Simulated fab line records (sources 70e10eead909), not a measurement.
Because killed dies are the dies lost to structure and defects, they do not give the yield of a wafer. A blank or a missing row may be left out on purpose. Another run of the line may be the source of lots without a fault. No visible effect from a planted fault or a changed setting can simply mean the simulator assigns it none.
fab line records :: flow nand-harc :: part 2 of 2: steps 23 to 33 of 33
[record]
  lots = 5
  wafers = 15
  last-day = 24
route steps=1159 shown P_M2@332 P_BONDPAD@351
lots with no fault: from the same line, run without faults
start-h: the number of hours between the record's first day and the start of the first shown wafer of the lot :: wait-h: how many hours have passed since the lot's step before this one :: " repeats the value in the row above :: L1.1+2: a single row standing in for several wafers :: - no value, or no start given :: * or withheld: withheld :: < > ~ a bound
route shown NAME@n: NAME is a module with steps in the file, n the number in the route of the first one :: usual: the fault-free wafers' mean and standard deviation :: same: alike in all rows :: chamber/n: place in a boat :: sites: readings site by site :: _std_site: how widely they spread, as a standard deviation :: _edge_site: the outer-site mean with the inner-site mean subtracted :: radius-mm: how far each site lies from the wafer's centre :: mask NAME#n: copy n :: behind: the most recent tool/chamber to have shaped the wafer :: hold: what put the lot on hold/how long, in hours/how the hold closed :: device: the n, p or np transistor that did not switch :: end of line: the route-end tests of the same wafers :: where a step has no rows: the recipe by itself :: killed: dies that structure and defects cost at the first sort, which is not the same as the wafer's yield :: map: shows each die of a wafer: x if killed, . if not, _ if none is there
set.NAME: the setting that was run; set.NAME@STEP: the one run at that earlier step :: model.NAME: the simulator's own value behind a step, which no gauge read
lots seen at some steps along the route; tables by step, rows by wafer
services: a tool's chamber out of use, with start hour (start-h, from the record's first day; less than 0 if before it), hours out, and reason
[[steps]]
[step NHARC_P_BONDPAD_DEHYDRATE_01]
[recipe]
  temp-c = 150
  time-s = 120
[usual]
  chill-plate-temp-C = 22.98/0.1
  heater-power-total-W = 182.6/1.3
lot.wafer: L079.3
tool: litho-track-07
chamber: 0
start-h: 176.14
wait-h: 0.1
chill-plate-temp-C: 23.14
heater-power-total-W: 183.7

lot.wafer: L079.4
tool: litho-track-07
chamber: 0
start-h: 176.14
wait-h: 0.1
chill-plate-temp-C: 23.07
heater-power-total-W: 180.4

lot.wafer: L079.5
tool: litho-track-07
chamber: 0
start-h: 176.14
wait-h: 0.1
chill-plate-temp-C: 23.02
heater-power-total-W: 181.4

lot.wafer: L083.2
tool: litho-track-03
chamber: 0
start-h: 179.96
wait-h: 0.1
chill-plate-temp-C: 22.98
heater-power-total-W: 183.8

lot.wafer: L083.3
tool: litho-track-03
chamber: 0
start-h: 179.96
wait-h: 0.1
chill-plate-temp-C: 23.17
heater-power-total-W: 183.7

lot.wafer: L083.5
tool: litho-track-03
chamber: 0
start-h: 179.96
wait-h: 0.1
chill-plate-temp-C: 23.08
heater-power-total-W: 182.0

lot.wafer: L091.2
tool: litho-track-03
chamber: 0
start-h: 229.37
wait-h: 0.1
chill-plate-temp-C: 22.69
heater-power-total-W: 181.1

lot.wafer: L091.3
tool: litho-track-03
chamber: 0
start-h: 229.37
wait-h: 0.1
chill-plate-temp-C: 22.86
heater-power-total-W: 180.9

lot.wafer: L091.6
tool: litho-track-03
chamber: 0
start-h: 229.37
wait-h: 0.1
chill-plate-temp-C: 22.86
heater-power-total-W: 181.2

lot.wafer: L095.1
tool: litho-track-07
chamber: 0
start-h: 248.53
wait-h: 0.1
chill-plate-temp-C: 22.98
heater-power-total-W: 183.9

lot.wafer: L095.3
tool: litho-track-07
chamber: 0
start-h: 248.53
wait-h: 0.1
chill-plate-temp-C: 23.16
heater-power-total-W: 182.7

lot.wafer: L095.5
tool: litho-track-07
chamber: 0
start-h: 248.53
wait-h: 0.1
chill-plate-temp-C: 22.82
heater-power-total-W: 184.0

lot.wafer: L096.4
tool: litho-track-02
chamber: 0
start-h: 263.23
wait-h: 0.1
chill-plate-temp-C: 22.99
heater-power-total-W: 181.7

lot.wafer: L096.5
tool: litho-track-02
chamber: 0
start-h: 263.23
wait-h: 0.1
chill-plate-temp-C: 23.01
heater-power-total-W: 183.1

lot.wafer: L096.6
tool: litho-track-02
chamber: 0
start-h: 263.23
wait-h: 0.1
chill-plate-temp-C: 22.90
heater-power-total-W: 180.4
[step NHARC_P_BONDPAD_HMDS_02]
[recipe]
  time-s = 30
[usual]
  chill-plate-temp-C = 22.98/0.12
lot.wafer: L079.3
tool: litho-track-07
chamber: 0
start-h: -
wait-h: -
chill-plate-temp-C: 22.97

lot.wafer: L079.4
tool: litho-track-07
chamber: 0
start-h: -
wait-h: -
chill-plate-temp-C: 22.82

lot.wafer: L079.5
tool: litho-track-07
chamber: 0
start-h: -
wait-h: -
chill-plate-temp-C: 22.91

lot.wafer: L083.2
tool: litho-track-03
chamber: 0
start-h: -
wait-h: -
chill-plate-temp-C: 22.75

lot.wafer: L083.3
tool: litho-track-03
chamber: 0
start-h: -
wait-h: -
chill-plate-temp-C: 23.02

lot.wafer: L083.5
tool: litho-track-03
chamber: 0
start-h: -
wait-h: -
chill-plate-temp-C: 22.82

lot.wafer: L091.2
tool: litho-track-03
chamber: 0
start-h: -
wait-h: -
chill-plate-temp-C: 22.80

lot.wafer: L091.3
tool: litho-track-03
chamber: 0
start-h: -
wait-h: -
chill-plate-temp-C: 22.67

lot.wafer: L091.6
tool: litho-track-03
chamber: 0
start-h: -
wait-h: -
chill-plate-temp-C: 22.93

lot.wafer: L095.1
tool: litho-track-07
chamber: 0
start-h: -
wait-h: -
chill-plate-temp-C: 22.93

lot.wafer: L095.3
tool: litho-track-07
chamber: 0
start-h: -
wait-h: -
chill-plate-temp-C: 22.94

lot.wafer: L095.5
tool: litho-track-07
chamber: 0
start-h: -
wait-h: -
chill-plate-temp-C: 23.07

lot.wafer: L096.4
tool: litho-track-02
chamber: 0
start-h: -
wait-h: -
chill-plate-temp-C: 23.05

lot.wafer: L096.5
tool: litho-track-02
chamber: 0
start-h: -
wait-h: -
chill-plate-temp-C: 23.14

lot.wafer: L096.6
tool: litho-track-02
chamber: 0
start-h: -
wait-h: -
chill-plate-temp-C: 23.20
[step NHARC_P_BONDPAD_COAT_36]
[recipe]
  temp-c = 200
  time-s = 65
[usual]
  chill-plate-temp-C = 22.98/0.11
  heater-power-total-W = 386.1/1.3
lot.wafer: L079.3
tool: litho-track-07
chamber: 0
start-h: -
wait-h: -
chill-plate-temp-C: 23.00
heater-power-total-W: 387.4

lot.wafer: L079.4
tool: litho-track-07
chamber: 0
start-h: -
wait-h: -
chill-plate-temp-C: 22.88
heater-power-total-W: 387.0

lot.wafer: L079.5
tool: litho-track-07
chamber: 0
start-h: -
wait-h: -
chill-plate-temp-C: 23.13
heater-power-total-W: 386.0

lot.wafer: L083.2
tool: litho-track-03
chamber: 0
start-h: -
wait-h: -
chill-plate-temp-C: 22.89
heater-power-total-W: 384.3

lot.wafer: L083.3
tool: litho-track-03
chamber: 0
start-h: -
wait-h: -
chill-plate-temp-C: 22.80
heater-power-total-W: 385.3

lot.wafer: L083.5
tool: litho-track-03
chamber: 0
start-h: -
wait-h: -
chill-plate-temp-C: 22.91
heater-power-total-W: 387.5

lot.wafer: L091.2
tool: litho-track-03
chamber: 0
start-h: -
wait-h: -
chill-plate-temp-C: 22.81
heater-power-total-W: 384.8

lot.wafer: L091.3
tool: litho-track-03
chamber: 0
start-h: -
wait-h: -
chill-plate-temp-C: 22.95
heater-power-total-W: 384.3

lot.wafer: L091.6
tool: litho-track-03
chamber: 0
start-h: -
wait-h: -
chill-plate-temp-C: 22.93
heater-power-total-W: 384.4

lot.wafer: L095.1
tool: litho-track-07
chamber: 0
start-h: -
wait-h: -
chill-plate-temp-C: 22.96
heater-power-total-W: 388.0

lot.wafer: L095.3
tool: litho-track-07
chamber: 0
start-h: -
wait-h: -
chill-plate-temp-C: 23.09
heater-power-total-W: 387.6

lot.wafer: L095.5
tool: litho-track-07
chamber: 0
start-h: -
wait-h: -
chill-plate-temp-C: 23.15
heater-power-total-W: 385.7

lot.wafer: L096.4
tool: litho-track-02
chamber: 0
start-h: -
wait-h: -
chill-plate-temp-C: 22.96
heater-power-total-W: 385.7

lot.wafer: L096.5
tool: litho-track-02
chamber: 0
start-h: -
wait-h: -
chill-plate-temp-C: 22.98
heater-power-total-W: 387.2

lot.wafer: L096.6
tool: litho-track-02
chamber: 0
start-h: -
wait-h: -
chill-plate-temp-C: 22.89
heater-power-total-W: 384.4
[step NHARC_P_BONDPAD_COAT_03]
[recipe]
  spin-rpm = 2000
  resist-thk-nm = 600
[usual]
  chill-plate-temp-C = 23.00/0.1
lot.wafer: L079.3
tool: litho-track-07
chamber: 0
start-h: -
wait-h: -
chill-plate-temp-C: 23.07

lot.wafer: L079.4
tool: litho-track-07
chamber: 0
start-h: -
wait-h: -
chill-plate-temp-C: 23.01

lot.wafer: L079.5
tool: litho-track-07
chamber: 0
start-h: -
wait-h: -
chill-plate-temp-C: 23.01

lot.wafer: L083.2
tool: litho-track-03
chamber: 0
start-h: -
wait-h: -
chill-plate-temp-C: 23.00

lot.wafer: L083.3
tool: litho-track-03
chamber: 0
start-h: -
wait-h: -
chill-plate-temp-C: 22.95

lot.wafer: L083.5
tool: litho-track-03
chamber: 0
start-h: -
wait-h: -
chill-plate-temp-C: 22.91

lot.wafer: L091.2
tool: litho-track-03
chamber: 0
start-h: -
wait-h: -
chill-plate-temp-C: 23.07

lot.wafer: L091.3
tool: litho-track-03
chamber: 0
start-h: -
wait-h: -
chill-plate-temp-C: 23.02

lot.wafer: L091.6
tool: litho-track-03
chamber: 0
start-h: -
wait-h: -
chill-plate-temp-C: 23.09

lot.wafer: L095.1
tool: litho-track-07
chamber: 0
start-h: -
wait-h: -
chill-plate-temp-C: 23.02

lot.wafer: L095.3
tool: litho-track-07
chamber: 0
start-h: -
wait-h: -
chill-plate-temp-C: 22.99

lot.wafer: L095.5
tool: litho-track-07
chamber: 0
start-h: -
wait-h: -
chill-plate-temp-C: 23.08

lot.wafer: L096.4
tool: litho-track-02
chamber: 0
start-h: -
wait-h: -
chill-plate-temp-C: 23.03

lot.wafer: L096.5
tool: litho-track-02
chamber: 0
start-h: -
wait-h: -
chill-plate-temp-C: 22.99

lot.wafer: L096.6
tool: litho-track-02
chamber: 0
start-h: -
wait-h: -
chill-plate-temp-C: 23.08
[step NHARC_P_BONDPAD_SOFTBAKE_04]
[recipe]
  temp-c = 125
  time-s = 70
[usual]
  chill-plate-temp-C = 23.00/0.12
  heater-power-total-W = 201.0/1.3
lot.wafer: L079.3
tool: litho-track-07
chamber: 0
start-h: -
wait-h: -
chill-plate-temp-C: 22.88
heater-power-total-W: 199.5

lot.wafer: L079.4
tool: litho-track-07
chamber: 0
start-h: -
wait-h: -
chill-plate-temp-C: 22.87
heater-power-total-W: 199.5

lot.wafer: L079.5
tool: litho-track-07
chamber: 0
start-h: -
wait-h: -
chill-plate-temp-C: 22.99
heater-power-total-W: 201.4

lot.wafer: L083.2
tool: litho-track-03
chamber: 0
start-h: -
wait-h: -
chill-plate-temp-C: 23.13
heater-power-total-W: 201.3

lot.wafer: L083.3
tool: litho-track-03
chamber: 0
start-h: -
wait-h: -
chill-plate-temp-C: 23.17
heater-power-total-W: 201.0

lot.wafer: L083.5
tool: litho-track-03
chamber: 0
start-h: -
wait-h: -
chill-plate-temp-C: 23.05
heater-power-total-W: 202.6

lot.wafer: L091.2
tool: litho-track-03
chamber: 0
start-h: -
wait-h: -
chill-plate-temp-C: 23.07
heater-power-total-W: 202.5

lot.wafer: L091.3
tool: litho-track-03
chamber: 0
start-h: -
wait-h: -
chill-plate-temp-C: 23.11
heater-power-total-W: 199.8

lot.wafer: L091.6
tool: litho-track-03
chamber: 0
start-h: -
wait-h: -
chill-plate-temp-C: 23.04
heater-power-total-W: 200.5

lot.wafer: L095.1
tool: litho-track-07
chamber: 0
start-h: -
wait-h: -
chill-plate-temp-C: 22.94
heater-power-total-W: 199.8

lot.wafer: L095.3
tool: litho-track-07
chamber: 0
start-h: -
wait-h: -
chill-plate-temp-C: 23.20
heater-power-total-W: 199.3

lot.wafer: L095.5
tool: litho-track-07
chamber: 0
start-h: -
wait-h: -
chill-plate-temp-C: 23.03
heater-power-total-W: 200.2

lot.wafer: L096.4
tool: litho-track-02
chamber: 0
start-h: -
wait-h: -
chill-plate-temp-C: 22.97
heater-power-total-W: 199.6

lot.wafer: L096.5
tool: litho-track-02
chamber: 0
start-h: -
wait-h: -
chill-plate-temp-C: 23.03
heater-power-total-W: 199.6

lot.wafer: L096.6
tool: litho-track-02
chamber: 0
start-h: -
wait-h: -
chill-plate-temp-C: 22.92
heater-power-total-W: 202.0
[step NHARC_P_BONDPAD_EBR_05]
[usual]
  chill-plate-temp-C = 23.00/0.11
lot.wafer: L079.3
tool: litho-track-07
chamber: 0
start-h: -
wait-h: -
chill-plate-temp-C: 22.90

lot.wafer: L079.4
tool: litho-track-07
chamber: 0
start-h: -
wait-h: -
chill-plate-temp-C: 22.93

lot.wafer: L079.5
tool: litho-track-07
chamber: 0
start-h: -
wait-h: -
chill-plate-temp-C: 22.91

lot.wafer: L083.2
tool: litho-track-03
chamber: 0
start-h: -
wait-h: -
chill-plate-temp-C: 23.24

lot.wafer: L083.3
tool: litho-track-03
chamber: 0
start-h: -
wait-h: -
chill-plate-temp-C: 23.06

lot.wafer: L083.5
tool: litho-track-03
chamber: 0
start-h: -
wait-h: -
chill-plate-temp-C: 23.15

lot.wafer: L091.2
tool: litho-track-03
chamber: 0
start-h: -
wait-h: -
chill-plate-temp-C: 22.98

lot.wafer: L091.3
tool: litho-track-03
chamber: 0
start-h: -
wait-h: -
chill-plate-temp-C: 22.93

lot.wafer: L091.6
tool: litho-track-03
chamber: 0
start-h: -
wait-h: -
chill-plate-temp-C: 22.98

lot.wafer: L095.1
tool: litho-track-07
chamber: 0
start-h: -
wait-h: -
chill-plate-temp-C: 23.01

lot.wafer: L095.3
tool: litho-track-07
chamber: 0
start-h: -
wait-h: -
chill-plate-temp-C: 23.01

lot.wafer: L095.5
tool: litho-track-07
chamber: 0
start-h: -
wait-h: -
chill-plate-temp-C: 22.89

lot.wafer: L096.4
tool: litho-track-02
chamber: 0
start-h: -
wait-h: -
chill-plate-temp-C: 23.07

lot.wafer: L096.5
tool: litho-track-02
chamber: 0
start-h: -
wait-h: -
chill-plate-temp-C: 23.00

lot.wafer: L096.6
tool: litho-track-02
chamber: 0
start-h: -
wait-h: -
chill-plate-temp-C: 23.13
[step NHARC_P_BONDPAD_EXPOSE_06]
[recipe]
  na = 0.55
  dose-mj = 37.06
  mask-id = P_BPAD
[same]
  na = 0.55
lot.wafer: L079.3+4+5
tool: krf-scanner-03
chamber: 0
start-h: 176.44
wait-h: -
mask: P_BPAD#0

lot.wafer: L083.2+3+5
tool: krf-scanner-01
chamber: 0
start-h: 180.13
wait-h: -
mask: P_BPAD#0

lot.wafer: L091.2+3+6
tool: krf-scanner-02
chamber: 0
start-h: 229.67
wait-h: -
mask: P_BPAD#0

lot.wafer: L095.1+3+5
tool: krf-scanner-02
chamber: 0
start-h: 248.82
wait-h: -
mask: P_BPAD#0

lot.wafer: L096.4+5+6
tool: krf-scanner-02
chamber: 0
start-h: 263.40
wait-h: -
mask: P_BPAD#0
[step NHARC_P_BONDPAD_PEB_07]
[recipe]
  peb-temp-c = 128
  peb-time-s = 80
[usual]
  chill-plate-temp-C = 23.01/0.11
  heater-power-total-W = 189.9/0.77
lot.wafer: L079.3
tool: litho-track-02
chamber: 0
start-h: 176.50
wait-h: 0.1
chill-plate-temp-C: 22.87
heater-power-total-W: 190.6

lot.wafer: L079.4
tool: litho-track-02
chamber: 0
start-h: 176.50
wait-h: 0.1
chill-plate-temp-C: 23.03
heater-power-total-W: 189.9

lot.wafer: L079.5
tool: litho-track-02
chamber: 0
start-h: 176.50
wait-h: 0.1
chill-plate-temp-C: 22.88
heater-power-total-W: 190.6

lot.wafer: L083.2
tool: litho-track-03
chamber: 0
start-h: 180.20
wait-h: 0.1
chill-plate-temp-C: 23.05
heater-power-total-W: 188.6

lot.wafer: L083.3
tool: litho-track-03
chamber: 0
start-h: 180.20
wait-h: 0.1
chill-plate-temp-C: 23.03
heater-power-total-W: 189.5

lot.wafer: L083.5
tool: litho-track-03
chamber: 0
start-h: 180.20
wait-h: 0.1
chill-plate-temp-C: 22.93
heater-power-total-W: 188.8

lot.wafer: L091.2
tool: litho-track-02
chamber: 0
start-h: 229.73
wait-h: 0.1
chill-plate-temp-C: 22.92
heater-power-total-W: 190.7

lot.wafer: L091.3
tool: litho-track-02
chamber: 0
start-h: 229.73
wait-h: 0.1
chill-plate-temp-C: 22.97
heater-power-total-W: 189.8

lot.wafer: L091.6
tool: litho-track-02
chamber: 0
start-h: 229.73
wait-h: 0.1
chill-plate-temp-C: 22.98
heater-power-total-W: 190.8

lot.wafer: L095.1
tool: litho-track-03
chamber: 0
start-h: 248.89
wait-h: 0.1
chill-plate-temp-C: 23.12
heater-power-total-W: 189.8

lot.wafer: L095.3
tool: litho-track-03
chamber: 0
start-h: 248.89
wait-h: 0.1
chill-plate-temp-C: 22.96
heater-power-total-W: 189.7

lot.wafer: L095.5
tool: litho-track-03
chamber: 0
start-h: 248.89
wait-h: 0.1
chill-plate-temp-C: 23.15
heater-power-total-W: 189.2

lot.wafer: L096.4
tool: litho-track-02
chamber: 0
start-h: 263.46
wait-h: 0.0
chill-plate-temp-C: 23.00
heater-power-total-W: 190.9

lot.wafer: L096.5
tool: litho-track-02
chamber: 0
start-h: 263.46
wait-h: 0.0
chill-plate-temp-C: 23.01
heater-power-total-W: 190.8

lot.wafer: L096.6
tool: litho-track-02
chamber: 0
start-h: 263.46
wait-h: 0.0
chill-plate-temp-C: 22.96
heater-power-total-W: 190.8
[step NHARC_P_BONDPAD_DEVELOP_08]
[recipe]
  time-s = 50
  dev-temp-c = 22
[usual]
  chill-plate-temp-C = 23.02/0.11
lot.wafer: L079.3
tool: litho-track-02
chamber: 0
start-h: -
wait-h: -
chill-plate-temp-C: 23.05

lot.wafer: L079.4
tool: litho-track-02
chamber: 0
start-h: -
wait-h: -
chill-plate-temp-C: 22.83

lot.wafer: L079.5
tool: litho-track-02
chamber: 0
start-h: -
wait-h: -
chill-plate-temp-C: 22.98

lot.wafer: L083.2
tool: litho-track-03
chamber: 0
start-h: -
wait-h: -
chill-plate-temp-C: 22.85

lot.wafer: L083.3
tool: litho-track-03
chamber: 0
start-h: -
wait-h: -
chill-plate-temp-C: 22.94

lot.wafer: L083.5
tool: litho-track-03
chamber: 0
start-h: -
wait-h: -
chill-plate-temp-C: 23.01

lot.wafer: L091.2
tool: litho-track-02
chamber: 0
start-h: -
wait-h: -
chill-plate-temp-C: 22.99

lot.wafer: L091.3
tool: litho-track-02
chamber: 0
start-h: -
wait-h: -
chill-plate-temp-C: 23.06

lot.wafer: L091.6
tool: litho-track-02
chamber: 0
start-h: -
wait-h: -
chill-plate-temp-C: 23.35

lot.wafer: L095.1
tool: litho-track-03
chamber: 0
start-h: -
wait-h: -
chill-plate-temp-C: 23.10

lot.wafer: L095.3
tool: litho-track-03
chamber: 0
start-h: -
wait-h: -
chill-plate-temp-C: 23.04

lot.wafer: L095.5
tool: litho-track-03
chamber: 0
start-h: -
wait-h: -
chill-plate-temp-C: 23.09

lot.wafer: L096.4
tool: litho-track-02
chamber: 0
start-h: -
wait-h: -
chill-plate-temp-C: 22.97

lot.wafer: L096.5
tool: litho-track-02
chamber: 0
start-h: -
wait-h: -
chill-plate-temp-C: 23.01

lot.wafer: L096.6
tool: litho-track-02
chamber: 0
start-h: -
wait-h: -
chill-plate-temp-C: 22.90
[step NHARC_P_BONDPAD_CD_MEAS_09]
[recipe]
  target-cd-nm = 500
  landing-energy-ev = 500
[usual]
  cd-nm = 500.4/1.8
lot.wafer: L079.3
tool: cd-sem-02
chamber: 0
start-h: 176.59
wait-h: -
cd-nm: 502.0

lot.wafer: L079.4
tool: cd-sem-02
chamber: 0
start-h: 176.59
wait-h: -
cd-nm: 499.4

lot.wafer: L079.5
tool: cd-sem-02
chamber: 0
start-h: 176.59
wait-h: -
cd-nm: 500.3

lot.wafer: L083.2
tool: cd-sem-03
chamber: 0
start-h: 180.28
wait-h: -
cd-nm: 498.2

lot.wafer: L083.3
tool: cd-sem-03
chamber: 0
start-h: 180.28
wait-h: -
cd-nm: 499.4

lot.wafer: L083.5
tool: cd-sem-03
chamber: 0
start-h: 180.28
wait-h: -
cd-nm: 497.1

lot.wafer: L091.2
tool: cd-sem-02
chamber: 0
start-h: 229.82
wait-h: -
cd-nm: 497.9

lot.wafer: L091.3
tool: cd-sem-02
chamber: 0
start-h: 229.82
wait-h: -
cd-nm: 497.8

lot.wafer: L091.6
tool: cd-sem-02
chamber: 0
start-h: 229.82
wait-h: -
cd-nm: 500.0

lot.wafer: L095.1
tool: cd-sem-03
chamber: 0
start-h: 248.98
wait-h: -
cd-nm: 497.8

lot.wafer: L095.3
tool: cd-sem-03
chamber: 0
start-h: 248.98
wait-h: -
cd-nm: 501.5

lot.wafer: L095.5
tool: cd-sem-03
chamber: 0
start-h: 248.98
wait-h: -
cd-nm: 503.0

lot.wafer: L096.4
tool: cd-sem-02
chamber: 0
start-h: 263.55
wait-h: -
cd-nm: 498.2

lot.wafer: L096.5
tool: cd-sem-02
chamber: 0
start-h: 263.55
wait-h: -
cd-nm: 501.8

lot.wafer: L096.6
tool: cd-sem-02
chamber: 0
start-h: 263.55
wait-h: -
cd-nm: 498.6
[step NHARC_P_BONDPAD_OVL_MEAS_38]
[usual]
  overlay-x-nm = -1/6.6
  overlay-y-nm = 0/6.8
lot.wafer: L079.3
tool: overlay-02
chamber: -
start-h: 176.67
wait-h: -
overlay-x-nm: 1
overlay-y-nm: 0

lot.wafer: L079.4
tool: overlay-02
chamber: -
start-h: 176.67
wait-h: -
overlay-x-nm: 1
overlay-y-nm: 0

lot.wafer: L079.5
tool: overlay-02
chamber: -
start-h: 176.67
wait-h: -
overlay-x-nm: 1
overlay-y-nm: 0

lot.wafer: L083.2
tool: overlay-01
chamber: -
start-h: 180.37
wait-h: -
overlay-x-nm: -7
overlay-y-nm: -1

lot.wafer: L083.3
tool: overlay-01
chamber: -
start-h: 180.37
wait-h: -
overlay-x-nm: -7
overlay-y-nm: -2

lot.wafer: L083.5
tool: overlay-01
chamber: -
start-h: 180.37
wait-h: -
overlay-x-nm: -6
overlay-y-nm: -2

lot.wafer: L091.2
tool: overlay-02
chamber: -
start-h: 229.90
wait-h: -
overlay-x-nm: -3
overlay-y-nm: 17

lot.wafer: L091.3
tool: overlay-02
chamber: -
start-h: 229.90
wait-h: -
overlay-x-nm: -2
overlay-y-nm: 17

lot.wafer: L091.6
tool: overlay-02
chamber: -
start-h: 229.90
wait-h: -
overlay-x-nm: -2
overlay-y-nm: 17

lot.wafer: L095.1
tool: overlay-01
chamber: -
start-h: 249.06
wait-h: -
overlay-x-nm: -13
overlay-y-nm: -1

lot.wafer: L095.3
tool: overlay-01
chamber: -
start-h: 249.06
wait-h: -
overlay-x-nm: -13
overlay-y-nm: -1

lot.wafer: L095.5
tool: overlay-01
chamber: -
start-h: 249.06
wait-h: -
overlay-x-nm: -12
overlay-y-nm: -2

lot.wafer: L096.4
tool: overlay-01
chamber: -
start-h: 263.63
wait-h: -
overlay-x-nm: 6
overlay-y-nm: -5

lot.wafer: L096.5
tool: overlay-01
chamber: -
start-h: 263.63
wait-h: -
overlay-x-nm: 7
overlay-y-nm: -6

lot.wafer: L096.6
tool: overlay-01
chamber: -
start-h: 263.63
wait-h: -
overlay-x-nm: 7
overlay-y-nm: -6
[[services]]
tool: rie-diel-02
chamber: -
start-h: 149.82
hours: 0.2
kind: repair

tool: rie-diel-02
chamber: -
start-h: 150.83
hours: 9.0
kind: pm

tool: cmp-02
chamber: -
start-h: 154.72
hours: 6.1
kind: repair

tool: cmp-03
chamber: -
start-h: 156.18
hours: 4.0
kind: pm

tool: pvd-sputter-01
chamber: -
start-h: 158.00
hours: 10.0
kind: pm

tool: litho-track-02
chamber: -
start-h: 165.00
hours: 7.0
kind: pm

tool: ecd-cu-02
chamber: -
start-h: 180.00
hours: 8.0
kind: pm

tool: litho-track-07
chamber: -
start-h: 189.00
hours: 7.0
kind: pm

tool: rie-diel-02
chamber: 1
start-h: 189.21
hours: 16.7
kind: repair

tool: rie-diel-11
chamber: -
start-h: 189.63
hours: 9.0
kind: pm

tool: pecvd-04
chamber: -
start-h: 195.12
hours: 13.0
kind: pm

tool: litho-track-03
chamber: -
start-h: 213.01
hours: 7.0
kind: pm

tool: pvd-sputter-02
chamber: -
start-h: 214.00
hours: 10.0
kind: pm

tool: rie-diel-02
chamber: 1
start-h: 214.05
hours: 1.4
kind: repair

tool: pvd-sputter-01
chamber: -
start-h: 214.43
hours: 1.0
kind: repair

tool: pvd-sputter-03
chamber: -
start-h: 220.80
hours: 4.7
kind: repair

tool: cmp-02
chamber: -
start-h: 226.51
hours: 4.0
kind: pm

tool: cmp-03
chamber: -
start-h: 230.20
hours: 1.6
kind: repair

tool: wet-bench-08
chamber: -
start-h: 230.40
hours: 8.0
kind: pm

tool: cmp-02
chamber: -
start-h: 235.55
hours: 3.4
kind: repair

tool: pecvd-01
chamber: -
start-h: 237.88
hours: 13.0
kind: pm

tool: rie-diel-02
chamber: -
start-h: 240.92
hours: 0.3
kind: repair

tool: wet-bench-10
chamber: -
start-h: 247.20
hours: 8.0
kind: pm

tool: cmp-03
chamber: -
start-h: 254.18
hours: 4.0
kind: pm
